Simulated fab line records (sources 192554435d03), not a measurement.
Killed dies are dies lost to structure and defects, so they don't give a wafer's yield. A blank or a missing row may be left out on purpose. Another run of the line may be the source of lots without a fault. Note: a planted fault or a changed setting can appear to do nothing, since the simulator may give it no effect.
fab line records -- flow n5Finfet
record: lots: 5, wafers: 15, lastDay: 19
route steps=1938 shown BEOL_M3@1011 BEOL_M4@1021 PASSIVATION@1936
lots untouched by any fault: they come from a run of this same line in which no faults occurred
startH: the number of hours between the record's first day and the start of the first shown wafer of the lot -- waitH: time in hours since the lot's previous step -- " the same as in the row above -- L1.1+2: one row covering several wafers at once -- - no value present, or no start provided -- * or withheld: withheld -- < > ~ a bound
route shown NAME@n: names a module that has steps shown in the file, with the first one's number in the route -- usual: mean/standard deviation taken from wafers without a fault -- same: alike in all rows -- chamber/n: place in a boat -- sites: the reading at each site -- _std_site: standard deviation across them -- _edge_site: outer sites' mean less inner sites' -- radiusMm: how far each site lies from the wafer's centre -- mask NAME#n: copy n -- behind: the tool/chamber that last shaped the wafer -- hold: why the lot went on hold/how many hours it stayed there/how the hold came to an end -- device: the transistor (n, p or np) that didn't switch -- end of line: the same wafers' tests at the end of the route -- step lacking rows: just its recipe -- killed: dies that structure and defects cost at the first sort, which is not the same as the wafer's yield -- map: a wafer's dies, marking killed ones x, the rest . and places with no die _
set.NAME: the setting as run; set.NAME@STEP: as run at that earlier step -- model.NAME: the simulator's own value behind a step, which no gauge read
lots at some steps of the route; a table a step, a row a wafer
services: when a tool's chamber went out of use (startH, in hours from the record's first day, below 0 if earlier), for how many hours, and the reason
== steps ==
step: N5_BEOL_M3_ECD_50
recipe: material: Cu, targetThkA: 3000
step: N5_BEOL_M3_ANNEAL_51
recipe: tempC: 225, timeS: 90, ambient: N2
step: N5_BEOL_M3_CMP_52
recipe: stopOn: SiOC, tOverpolishS: 6.8, downForcePsi: 1, platenRpm: 50, clearingPlatenDownForcePsi: 1.5, clearingPlatenRpm: 50, postCmpClean: cuAlkaline, targetThkNm: 40, clearingPlatenPadVelocityMS: 0.99484, padVelocityMS: 0.99484
step: N5_BEOL_M3_PRE_CLEAN_60
recipe: gas: NH3/H2, timeS: 15, tempC: *, rfPowerW: 300
step: N5_BEOL_M3_CO_CAP_55
recipe: material: Co, targetThkA: 20, tempC: 200, precursor: CCTBA/H2, pressureTorr: 30, timeS: 102.1
step: N5_BEOL_M3_PRE_CLEAN_56
recipe: gas: NH3, timeS: 15, tempC: withheld, rfPowerW: 300
step: N5_BEOL_M3_DEP_57
recipe: material: SiCN, targetThkA: 80, tempC: withheld, precursor: 3MS/NH3, pressureTorr: 3, rfW: 202, timeS: 14
step: N5_BEOL_M4_ILD_DEP_00
recipe: material: SiOC, targetThkA: 790, tempC: 350, precursor: DEMS/O2, pressureTorr: 5, rfW: 500, timeS: 15.3
step: N5_BEOL_M4_PECVD_72
recipe: material: SiO2, targetThkA: 160, tempC: 400, precursor: TEOS/O2, pressureTorr: 5.5, rfW: 450, teosFlowSccm: 53.8, gas: O2, flowSccm: 3000, timeS: 18
usual: heaterPowerW: 695/59, rfFwdPowerW: 444.2/2.3, showerheadPlenumPTorr: 8.79/0.048, susceptorTempC: 399.99/0.25, throttleValvePct: 22.3/1.2
same: timeS: 18
lot.wafer,tool,chamber,startH,waitH,heaterPowerW,rfFwdPowerW,showerheadPlenumPTorr,susceptorTempC,throttleValvePct,model.SiO2_of_BEOL_M4_PECVD_72.thkNm
L753.2,pecvd-01,0,209.48,0.0,740,443.5,8.83,399.94,22.7,16
L753.4,pecvd-01,1,209.48,0.0,701,445.6,8.77,400.19,24.2,16
L753.6,pecvd-01,0,209.48,0.0,749,445.8,8.83,400.19,22.5,16.2
L759.2,pecvd-01,0,248.88,0.0,771,444.0,8.84,400.18,22.7,16.2
L759.4,pecvd-01,2,248.88,0.0,696,439.8,8.80,399.63,21.8,16.2
L759.6,pecvd-01,0,248.88,0.0,796,440.1,8.83,399.91,22.6,16.4
L767.1,pecvd-01,1,291.13,0.0,694,444.4,8.79,394.18,24.2,16.4
L767.2,pecvd-01,0,291.13,0.0,692,446.0,8.83,394.21,23.0,16.8
L767.4,pecvd-01,2,291.13,0.0,685,441.5,8.80,393.93,21.5,16.8
L769.3,pecvd-01,0,298.80,0.0,799,443.1,8.84,393.57,22.8,16.6
L769.4,pecvd-01,1,298.80,0.0,586,446.7,8.78,394.19,24.4,17
L769.6,pecvd-01,0,298.80,0.0,804,443.6,8.84,393.81,22.7,16.8
L770.1,pecvd-01,1,333.94,0.0,562,448.7,8.75,394.45,24.2,16.4
L770.2,pecvd-01,0,333.94,0.0,685,442.7,8.82,393.94,23.0,16.6
L770.6,pecvd-01,1,333.94,0.0,567,447.8,8.77,394.27,24.4,16.6
step: N5_BEOL_M4_HM_DEP_02
recipe: material: TiN, targetThkA: 200, tempC: 25, chamberPressurePa: 0.49996
step: N5_BEOL_M4_COAT_61
recipe: resist: SOC, tempC: 250, timeS: 60, spinRpm: 1500, resistThkNm: 60
step: N5_BEOL_M4_COAT_62
recipe: resist: SiARC, tempC: 220, timeS: 60, spinRpm: 1500, resistThkNm: 12
step: N5_BEOL_M4_COAT_73
recipe: resist: underlayer, tempC: 205, timeS: 60, spinRpm: 1500, resistThkNm: 5
step: N5_BEOL_M4_COAT_05
recipe: resist: CAR-EUV, spinRpm: 1500, resistThkNm: 30
step: N5_BEOL_M4_EBR_07
recipe: solvent: PGMEA, ebrWidthMm: 1.5
step: N5_BEOL_M4_SOFTBAKE_06
recipe: tempC: 110, timeS: 60, resist: CAR-EUV
step: N5_BEOL_M4_EXPOSE_08
recipe: maskId: M4, na: 0.33, sourceShape: dipole, sigmaInner: 0.369, sigmaOuter: 0.767, polarization: unpolarized, doseMj: 41.25
step: N5_BEOL_M4_PEB_09
recipe: pebTempC: 100, pebTimeS: 60, resist: CAR-EUV
step: N5_BEOL_M4_DEVELOP_10
recipe: developTimeS: 30, developer: TMAH, resist: CAR-EUV, rinseLiquid: surfactantRinse, dry: airSpin, devTempC: 23
step: N5_BEOL_M4_DESCUM_16
recipe: chemistry: O2, timeS: 7, sourcePowerW: 50, biasPowerW: 20, pressureMtorr: 20, rfFrequencyHz: 2.712e+07, tempC: 40, resist: CAR-EUV, o2FlowSccm: 225
step: N5_BEOL_M4_ETCH_74
recipe: chemistry: N2/H2, target: underlayer, targetDepthA: 65, maskMaterial: CAR-EUV, timeS: 5.2, ionEnergyEv: 200, pressureMtorr: 30, sourceW: 840, biasW: 150, n2FlowSccm: 200, h2FlowSccm: 200, ends: cleared
step: N5_BEOL_M4_ETCH_63
recipe: chemistry: CF4, target: SiARC, targetDepthA: 156, maskMaterial: CAR-EUV, timeS: 26, ionEnergyEv: 80, pressureMtorr: 40, sourceW: 545, biasW: 36, Ar_flow_sccm: 100, cf4FlowSccm: 100, ends: cleared
step: N5_BEOL_M4_ETCH_64
recipe: chemistry: N2/H2, target: SOC, targetDepthA: 750, overetchA: 225, maskMaterial: SiARC, tempC: 40, timeS: 121.9, ionEnergyEv: 200, pressureMtorr: 30, sourceW: 840, biasW: 150, n2FlowSccm: 200, h2FlowSccm: 200
step: N5_BEOL_M4_STRIP_65
recipe: chemistry: N2/H2, tempC: 40, n2FlowSccm: 200, h2FlowSccm: 200, rfFrequencyHz: 6e+07
step: N5_BEOL_M4_STRIP_75
recipe: chemistry: N2/H2, tempC: 40, n2FlowSccm: 200, h2FlowSccm: 200, rfFrequencyHz: 6e+07
step: N5_BEOL_M4_STRIP_66
recipe: chemistry: CF4, resist: SiARC, powerW: 300, biasPowerW: 75, pressureMtorr: 50, cf4FlowSccm: 150, rfFrequencyHz: 6e+07
step: N5_BEOL_M4_HM_OPEN_17
recipe: chemistry: Cl2/BCl3, targetDepthA: 200, overetchA: 60, target: TiN, maskMaterial: SOC, ionEnergyEv: 150, pressureMtorr: 10, icpW: 1000, biasW: 126, Cl2_flow_sccm: 53.25, bcl3FlowSccm: 21.75, Ar_flow_sccm: 25
step: N5_BEOL_M4_STRIP_19
recipe: chemistry: O2, powerW: 400, tempC: 40, pressureMtorr: 30, rfFrequencyHz: 6e+07, biasPowerW: 0, overashFraction: 0.2, o2FlowSccm: 225
step: N5_BEOL_M4_COAT_67
recipe: resist: SOC, tempC: 250, timeS: 60, spinRpm: 1500, resistThkNm: 60
step: N5_BEOL_M4_COAT_68
recipe: resist: SiARC, tempC: 220, timeS: 60, spinRpm: 1500, resistThkNm: 12
step: N5_BEOL_M4_COAT_76
recipe: resist: underlayer, tempC: 205, timeS: 60, spinRpm: 1500, resistThkNm: 5
step: N5_BEOL_M4_COAT_22
recipe: resist: CAR-EUV, spinRpm: 1500, resistThkNm: 30
step: N5_BEOL_M4_EBR_24
recipe: solvent: PGMEA, ebrWidthMm: 1.5
step: N5_BEOL_M4_SOFTBAKE_23
recipe: tempC: 110, timeS: 60, resist: CAR-EUV
step: N5_BEOL_M4_HM_STRIP_39
recipe: chemistry: peroxideTinStrip, material: TiN, targetDepthA: 250, tempC: 50, timeS: 158
same: timeS: 158
lot.wafer,tool,chamber,startH,waitH,model.SiO2_of_BEOL_M4_PECVD_72.thkNm
L753.2+4+6,wetBench-06,"4,3,1",216.24,0.0,16
L759.2+4,wetBench-04,"6,7",254.37,0.0,16
L759.6,wetBench-04,2,254.37,0.0,16.2
L767.1,wetBench-02,7,316.69,0.0,16.4
L767.2+4,wetBench-02,"5,3",316.69,0.0,16.6
L769.3,wetBench-02,2,319.72,0.0,16.4
L769.4+6,wetBench-02,"1,0",319.72,0.0,16.8
L770.1,wetBench-04,7,343.77,0.0,16.2
L770.2+6,wetBench-04,"1,5",343.77,0.0,16.4
step: N5_BEOL_M4_RC_MEAS_101
usual: DIBL_N: 36.5/1.9, DIBL_P: 36.7/2.1, IOFF_N: 0.17/0.035, IOFF_P: 0.22/0.042, ION_N: 676/10, ION_P: 462/8.1, SS_N: 71.5/0.72, SS_P: 73.4/0.7, VT_N: 249/3.1, VT_P: -250/3.9
lot.wafer,tool,chamber,startH,waitH,DIBL_N[mV/V],DIBL_P[mV/V],IOFF_N[nA/um],IOFF_P[nA/um],ION_N[uA/um],ION_P[uA/um],SS_N[mV/dec],SS_P[mV/dec],VT_N[mV],VT_P[mV]
L753.2,prober-01,0,221.12,0.2,36.9,35.2,0.16,0.21,685,460,70.9,74.0,246,-248
L753.4,prober-01,0,221.12,0.2,38.1,37.1,0.18,0.25,679,472,71.5,73.7,247,-246
L753.6,prober-01,0,221.12,0.2,38.1,37.6,0.18,0.24,678,465,71.7,74.4,249,-248
L759.2,prober-01,0,259.11,0.2,36.9,37.1,0.18,0.21,682,460,71.2,72.9,249,-253
L759.4,prober-01,0,259.11,0.2,40.7,39.6,0.26,0.27,695,468,72.8,74.8,245,-248
L759.6,prober-01,0,259.11,0.2,36.7,35.0,0.17,0.19,679,453,71.8,73.1,250,-253
L767.1,prober-01,0,320.52,0.0,33.1,35.0,0.13,0.17,676,458,70.6,73.4,250,-255
L767.2,prober-01,0,320.52,0.0,35.7,37.8,0.16,0.21,668,455,71.8,73.9,251,-253
L767.4,prober-01,0,320.52,0.0,33.6,34.8,0.13,0.17,665,453,70.8,73.0,253,-257
L769.3,prober-02,0,325.04,0.3,35.7,35.5,0.13,0.19,669,463,71.5,73.0,251,-251
L769.4,prober-02,0,325.04,0.3,36.2,35.4,0.15,0.19,664,456,71.0,72.8,248,-253
L769.6,prober-02,0,325.04,0.3,38.1,37.5,0.16,0.22,662,462,71.8,73.5,250,-249
L770.1,prober-01,0,348.12,0.0,37.1,37.8,0.19,0.25,689,474,72.3,73.7,249,-247
L770.2,prober-01,0,348.12,0.0,33.4,33.7,0.13,0.19,662,459,70.9,72.1,252,-249
L770.6,prober-01,0,348.12,0.0,33.1,33.0,0.13,0.18,661,454,71.0,72.3,251,-253
step: N5_PASSIVATION_PROBE_49
usual: defectLimitedYield: 91.4/1.5, killed_at_M0_to_M3: 35/12, killed_at_M4_up: 13/5.8, killedAtContacts: 12/5.5, killedAtFrontEnd: 36/9.9, killedAtOther: 4/3.7, killedDies: 101/18, killedOpen: 66/13, killedShort: 33/8, sort_bin_5_function: 5.0/1, sort_bin_6_memory: 3.2/0.67, sort_bin_8_speed: 0.00/0.0099, sortNPass: 1079/18, sortYieldPct: 91.4/1.5
same: grossDies: 1180, killedAtBackSide: 0, sort_bin_4_leakage[%]: 0
lot.wafer,tool,chamber,startH,waitH,defectLimitedYield[%],killed_at_M0_to_M3,killed_at_M4_up,killedAtContacts,killedAtFrontEnd,killedAtOther,killedDies,killedOpen,killedShort,sort_bin_5_function[%],sort_bin_6_memory[%],sort_bin_8_speed[%],sortNPass,sortYieldPct[%]
L759.2,prober-01,-,368.89,0.1,92.9,24,11,3,43,3,84,51,30,3.5,3.3,0,1096,92.9
L759.4,prober-01,-,368.99,0.2,93.6,35,9,3,27,1,75,54,20,3.6,2.4,0,1105,93.6
L759.6,prober-01,-,369.09,0.3,93.3,23,7,7,38,4,79,48,26,4.1,1.9,0,1101,93.3
L769.3,prober-01,-,429.06,0.1,91.3,27,20,19,33,4,103,57,43,4.7,3.6,0,1077,91.3
L769.4,prober-01,-,429.11,0.2,90.7,58,15,9,21,7,110,66,42,5.4,3.3,0,1070,90.7
L769.6,prober-01,-,429.21,0.3,88.8,43,30,14,41,4,132,85,44,6.7,4.1,0,1048,88.8
L770.1,prober-02,-,448.23,0.0,91.5,35,16,13,36,0,100,60,39,5.2,3.1,0,1080,91.5
L770.2,prober-02,-,448.28,0.1,89.9,39,11,15,54,0,119,72,46,5.9,4.0,0,1061,89.9
L770.6,prober-02,-,448.48,0.3,91.9,33,10,23,28,2,96,58,35,5.2,2.7,0,1084,91.9
killed by level:class
L759.2 FIN_SAQP:geometricParticle:open=7 GATE_CUT:geometricParticle:short=7 BEOL_M3:geometricParticle:open=7 SPACER0:geometricParticle:open=6 BEOL_M1:geometricParticle:open=6 DUMMY_GATE:geometricParticle:short=4 SPACER0:geometricParticle:short=4 BEOL_M5:geometricParticle:open=4
L759.4 BEOL_M0_SAQP:geometricParticle:open=9 STI_FIN_REVEAL:geometricParticle:open=8 BEOL_M0_SAQP:geometricParticle:short=8 DUMMY_GATE:geometricParticle:open=7 BEOL_M3:geometricParticle:open=6 BEOL_M2:geometricParticle:open=5 BEOL_M5:geometricParticle:open=4 MOL_CONTACT_COAG:geometricParticle:open=3
L759.6 DUMMY_GATE:geometricParticle:open=8 BEOL_M3:geometricParticle:open=7 FIN_SAQP:geometricParticle:short=6 MOL_CONTACT_COAG:geometricParticle:open=6 HKMG_FIN:areaEtch=5 BEOL_M0_SAQP:geometricParticle:open=4 SPACER0:geometricParticle:open=4 BEOL_M0_SAQP:geometricParticle:short=4
L769.3 MOL_CONTACT_COAG:geometricParticle:open=15 FIN_SAQP:geometricParticle:short=14 BEOL_M4:geometricParticle:open=11 BEOL_M2:geometricParticle:open=7 BEOL_M2:geometricParticle:short=6 BEOL_M0_SAQP:geometricParticle:short=4 FIN_SAQP:geometricParticle:open=4 STI_FIN_REVEAL:geometricParticle:open=4
L769.4 BEOL_M1:geometricParticle:open=15 BEOL_M0_SAQP:geometricParticle:short=13 BEOL_M0_SAQP:geometricParticle:open=10 BEOL_M2:geometricParticle:open=8 MOL_CONTACT_COAG:geometricParticle:open=6 STI_FIN_REVEAL:geometricParticle:open=5 FIN_SAQP:geometricParticle:short=3 GATE_CUT:geometricParticle:short=3
L769.6 MOL_CONTACT_COAG:geometricParticle:open=13 BEOL_M4:geometricParticle:open=13 BEOL_M0_SAQP:geometricParticle:short=12 BEOL_M2:geometricParticle:open=9 STI_FIN_REVEAL:geometricParticle:open=8 BEOL_M1:geometricParticle:open=8 FIN_SAQP:geometricParticle:open=7 FIN_SAQP:geometricParticle:short=7
L770.1 FIN_SAQP:geometricParticle:short=12 MOL_CONTACT_COAG:geometricParticle:open=10 BEOL_M0_SAQP:geometricParticle:open=10 FIN_SAQP:geometricParticle:open=6 GATE_CUT:geometricParticle:short=6 BEOL_M0_SAQP:geometricParticle:short=5 BEOL_M1:geometricParticle:open=5 BEOL_M1:geometricParticle:short=5
L770.2 STI_FIN_REVEAL:geometricParticle:open=17 BEOL_M0_SAQP:geometricParticle:short=15 MOL_CONTACT_COAG:geometricParticle:open=12 BEOL_M0_SAQP:geometricParticle:open=7 DUMMY_GATE:geometricParticle:open=6 FIN_SAQP:geometricParticle:short=5 STARTING-WAFER:geometricParticle:short=5 BEOL_M2:geometricParticle:open=5
L770.6 MOL_CONTACT_COAG:geometricParticle:open=17 BEOL_M0_SAQP:geometricParticle:short=10 MOL_CONTACT_COAG:geometricParticle:short=6 BEOL_M0_SAQP:geometricParticle:open=5 BEOL_M1:geometricParticle:open=5 BEOL_M3:geometricParticle:open=5 FIN_SAQP:geometricParticle:open=4 STI_FIN_REVEAL:geometricParticle:open=4
== services ==
tool,chamber,startH,hours,kind
pecvd-01,2,202.38,-,clean
pecvd-01,2,202.38,-,consumableReplace:showerhead
pecvd-01,2,202.38,29.0,scheduledDown
pecvd-01,2,202.38,29.0,ventCycle
pecvd-01,2,328.77,2.1,scheduledDown
pecvd-01,1,338.48,5.5,scheduledDown
== key ==
firstSign: step: N5_BEOL_M4_PECVD_72, reading: susceptorTempC, direction: down, sigmas: 24, usual: *, struck: *
effect none on later readings
modelEffect: step: N5_BEOL_M4_PECVD_72, value: SiO2_of_BEOL_M4_PECVD_72.thkNm, without: 16.09, struck: 16.67
modelEffect: step: N5_BEOL_M4_HM_STRIP_39, value: SiO2_of_BEOL_M4_PECVD_72.thkNm, without: 15.91, struck: 16.51
metAt N5_BEOL_M4_PECVD_72
struckWafers L767.1,L767.2,L767.4,L769.3,L769.4,L769.6,L770.1,L770.2,L770.6
onsetBetween 248.88 291.13
fault: kind: processParameterDrift, tool: pecvd-01, chamber: -, onsetH: 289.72, steps: N5_BEOL_M4_PECVD_72, channel: tempC, offset: *, shape: step, endH: 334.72, actsIn: *, stated: *
